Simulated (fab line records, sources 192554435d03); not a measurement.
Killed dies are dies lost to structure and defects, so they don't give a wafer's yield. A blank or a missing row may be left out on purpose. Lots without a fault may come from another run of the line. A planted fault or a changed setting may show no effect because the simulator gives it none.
Which tool did it? | flow n5_finfet | 24 lots, 72 wafers sampled, at 3 steps of a route of 1938

WHAT THE GAUGES READ, wafer by wafer
N5_MOL_CONTACT_COAG_INSPECT_42: inspects for defects (brightfield). Usual: raw_defect_count 208, standard deviation 44.
lot  | measured     | on                | raw_defect_count | flag
L074 | day 5 05:53  | defect_inspect-01 | 245 190 187      |
L075 | day 5 06:44  | defect_inspect-02 | 148 189 189      |
L076 | day 5 14:46  | defect_inspect-02 | 143 314 244      |
L077 | day 5 22:16  | defect_inspect-02 | 248 267 247      |
L078 | day 5 23:44  | defect_inspect-02 | 256 260 225      |
L079 | day 6 11:37  | defect_inspect-02 | 176 258 206      |
L080 | day 6 18:21  | defect_inspect-02 | 189 136 193      |
L081 | day 7 03:53  | defect_inspect-02 | 230 235 198      |
L082 | day 7 05:05  | defect_inspect-01 | 207 112 208      |
L083 | day 7 11:41  | defect_inspect-01 | 283 260 244      |
L084 | day 8 01:35  | defect_inspect-01 | 178 228 164      |
L085 | day 8 01:57  | defect_inspect-02 | 202 179 218      |
L086 | day 8 06:14  | defect_inspect-02 | 163 178 168      |
L087 | day 8 13:22  | defect_inspect-01 | 181 207 181      |
L088 | day 8 13:37  | defect_inspect-01 | 240 161 122      |
L089 | day 8 21:55  | defect_inspect-01 | 207 204 193      |
L090 | day 9 03:40  | defect_inspect-02 | 223 162 233      |
L091 | day 9 09:56  | defect_inspect-01 | 185 288 151      |
L092 | day 9 18:53  | defect_inspect-01 | 202 257 200      |
L093 | day 9 23:14  | defect_inspect-01 | 129 197 223      |
L094 | day 10 11:21 | defect_inspect-01 | 237 213 178      |
L095 | day 10 15:37 | defect_inspect-02 | 298 230 165      |
L097 | day 11 02:58 | defect_inspect-02 | 155 165 234      |
L096 | day 11 03:20 | defect_inspect-02 | 261 174 211      |

N5_BEOL_M0_SAQP_OVL_MEAS_15. Usual: M0_CORE_OVL 0.2 nm, standard deviation 0.8.
lot  | measured     | on         | M0_CORE_OVL (nm) | flag
L074 | day 6 10:32  | overlay-01 | 0.5 0.3 0.3      |
L075 | day 6 10:42  | overlay-02 | 0.5 0.4 1.4      |
L076 | day 6 10:44  | overlay-02 | -0.2 -0.9 -0.1   |
L077 | day 6 10:46  | overlay-02 | -0.5 0.1 -0.3    |
L078 | day 6 10:56  | overlay-01 | -0.5 -0.3 -0.3   |
L079 | day 6 19:01  | overlay-01 | 0.5 0.5 -0.8     |
L080 | day 7 01:25  | overlay-02 | 0.1 0.9 0.3      |
L081 | day 7 10:05  | overlay-02 | -0.1 0.8 0.9     |
L082 | day 7 14:20  | overlay-02 | -0.6 -0.3 -0.3   |
L083 | day 7 20:22  | overlay-01 | -0.1 1.0 0.5     |
L084 | day 8 08:07  | overlay-02 | 0.6 -0.3 0.1     |
L085 | day 8 11:08  | overlay-02 | 1.0 1.4 1.2      |
L086 | day 8 15:49  | overlay-01 | 0.1 1.7 1.8      |
L087 | day 8 23:27  | overlay-02 | -0.5 -0.3 -0.9   |
L088 | day 8 23:36  | overlay-02 | 1.2 -0.5 -0.2    |
L089 | day 9 04:34  | overlay-01 | -0.3 -0.4 0.6    |
L090 | day 9 10:15  | overlay-01 | -0.8 1.5 0.1     |
L091 | day 9 18:18  | overlay-01 | 0.0 0.9 0.3      |
L092 | day 10 04:04 | overlay-01 | 2.2 1.3 2.4      |
L093 | day 10 07:35 | overlay-01 | -0.7 -0.5 -0.1   |
L094 | day 10 17:58 | overlay-01 | -1.2 0.9 -0.9    |
L095 | day 10 22:32 | overlay-01 | 1.0 0.7 0.8      |
L097 | day 11 10:55 | overlay-01 | 0.0 0.5 0.8      |
L096 | day 11 15:43 | overlay-01 | -0.7 0.5 0.0     |

WHICH TOOL RAN EACH LOT (tool, then ch and the chambers of the sampled wafers, then the start)
lot  | N5_MOL_CONTACT_COAG_STRIP_72
L074 | rie_diel-05 ch 1,2, day 5 06:44
L075 | rie_diel-01 ch 3, day 5 07:50
L076 | rie_diel-06 ch 0,1,2, day 5 15:23
L077 | rie_diel-01 ch 0,1,3, day 5 22:53
L078 | rie_diel-06 ch 0,2,3, day 6 00:28
L079 | rie_diel-01 ch 0,1,2, day 6 13:49
L080 | rie_diel-01 ch 1,2,3, day 6 19:53
L081 | rie_diel-01 ch 0,3, day 7 04:40
L082 | rie_diel-01 ch 1,2, day 7 05:43
L083 | rie_diel-01 ch 0,2,3, day 7 12:28
L084 | rie_diel-06 ch 0,2, day 8 02:26
L085 | rie_diel-05 ch 1,3, day 8 02:41
L086 | rie_diel-06 ch 1,2, day 8 07:05
L087 | rie_diel-05 ch 1,2,3, day 8 14:12
L088 | rie_diel-01 ch 0,1,3, day 8 14:22
L089 | rie_diel-06 ch 0,3, day 8 22:36
L090 | rie_diel-01 ch 1,2,3, day 9 04:18
L091 | rie_diel-01 ch 0,3, day 9 10:38
L092 | rie_diel-06 ch 1,2, day 9 19:31
L093 | rie_diel-01 ch 0,1,2, day 9 23:54
L094 | rie_diel-05 ch 1,2,3, day 10 12:32
L095 | rie_diel-06 ch 0,1,2, day 10 16:32
L097 | rie_diel-05 ch 0,1,3, day 11 04:04
L096 | rie_diel-01 ch 2,3, day 11 04:04
- N5_MOL_CONTACT_COAG_STRIP_72: strips in N2/H2.

WHAT THE TOOLS THEMSELVES READ (means of the sampled wafers that have a number; where no wafer has one, the mark that the record gives instead)
N5_MOL_CONTACT_COAG_STRIP_72. Usual: drypump_motor_current_A 5.6 A, standard deviation 0.4; oes_product_au 0.81 a.u., standard deviation 0.09; rf_vpp_V 59.4 V, standard deviation 2; showerhead_plenum_p_Torr 2.56 Torr, standard deviation 0.071; throttle_valve_pct 23.65 %, standard deviation 0.2.
lot  | tool        | drypump_motor_current_A (A) | oes_product_au (a.u.) | rf_vpp_V (V) | showerhead_plenum_p_Torr (Torr) | throttle_valve_pct (%) | flag
L074 | rie_diel-05 | 5.8                         | 0.93                  | 59.2         | 2.48                            | 23.63                  |
L075 | rie_diel-01 | 5.6                         | 0.71                  | 58.7         | 2.62                            | 23.73                  |
L076 | rie_diel-06 | 5.6                         | 0.78                  | 59.0         | 2.55                            | 23.82                  |
L077 | rie_diel-01 | 5.7                         | 0.83                  | 59.2         | 2.58                            | 23.55                  |
L078 | rie_diel-06 | 5.2                         | 0.78                  | 59.7         | 2.62                            | 23.78                  |
L079 | rie_diel-01 | 5.5                         | 0.90                  | 59.1         | 2.57                            | 23.47                  |
L080 | rie_diel-01 | 5.5                         | 0.85                  | 60.8         | 2.59                            | 23.58                  |
L081 | rie_diel-01 | 5.5                         | 0.81                  | 58.6         | 2.58                            | 23.50                  |
L082 | rie_diel-01 | 5.3                         | 0.90                  | 61.9         | 2.58                            | 23.51                  |
L083 | rie_diel-01 | 5.3                         | 0.83                  | 58.1         | 2.59                            | 23.56                  |
L084 | rie_diel-06 | 5.3                         | 0.83                  | 58.5         | 2.64                            | 23.70                  |
L085 | rie_diel-05 | 6.0                         | 0.82                  | 59.5         | 2.51                            | 23.77                  |
L086 | rie_diel-06 | 5.6                         | 0.81                  | 58.5         | 2.59                            | 23.64                  |
L087 | rie_diel-05 | 6.0                         | 0.82                  | 59.2         | 2.52                            | 23.71                  |
L088 | rie_diel-01 | 5.7                         | 0.79                  | 60.0         | 2.57                            | 23.58                  |
L089 | rie_diel-06 | 5.3                         | 0.81                  | 61.5         | 2.56                            | 23.89                  |
L090 | rie_diel-01 | 5.5                         | 0.81                  | 58.3         | 2.58                            | 23.61                  |
L091 | rie_diel-01 | 5.5                         | 0.79                  | 59.1         | 2.57                            | 23.52                  |
L092 | rie_diel-06 | 5.9                         | 0.74                  | 55.5         | 2.49                            | 23.77                  |
L093 | rie_diel-01 | 5.5                         | 0.86                  | 60.3         | 2.56                            | 23.52                  |
L094 | rie_diel-05 | 6.0                         | 0.88                  | 59.6         | 2.51                            | 23.70                  |
L095 | rie_diel-06 | 5.6                         | 0.75                  | 58.3         | 2.54                            | 23.87                  |
L097 | rie_diel-05 | 6.0                         | 0.85                  | 59.1         | 2.54                            | 23.70                  |
L096 | rie_diel-01 | 5.4                         | 0.75                  | 62.0         | 2.60                            | 23.71                  |

THE ANSWER, worked out from the rows above alone
Rule: a lot is off if the mean of its wafers that have a number lies more than 3 standard deviations from the usual mean. A lot without any number at a reading at which 4 lots or more have one is off too. The other lots that the step has rows for count as sound. The gauges are gone through in route order, then the tools' own readings, and for those a lot's mean is taken as printed above. The first step at which some lot is off is used, and at that step the reading that is off furthest; a lot without a number counts as furthest.
No lot is off at any reading shown: from this, nothing can be told.

WHAT THE SIMULATOR HAD PUT IN
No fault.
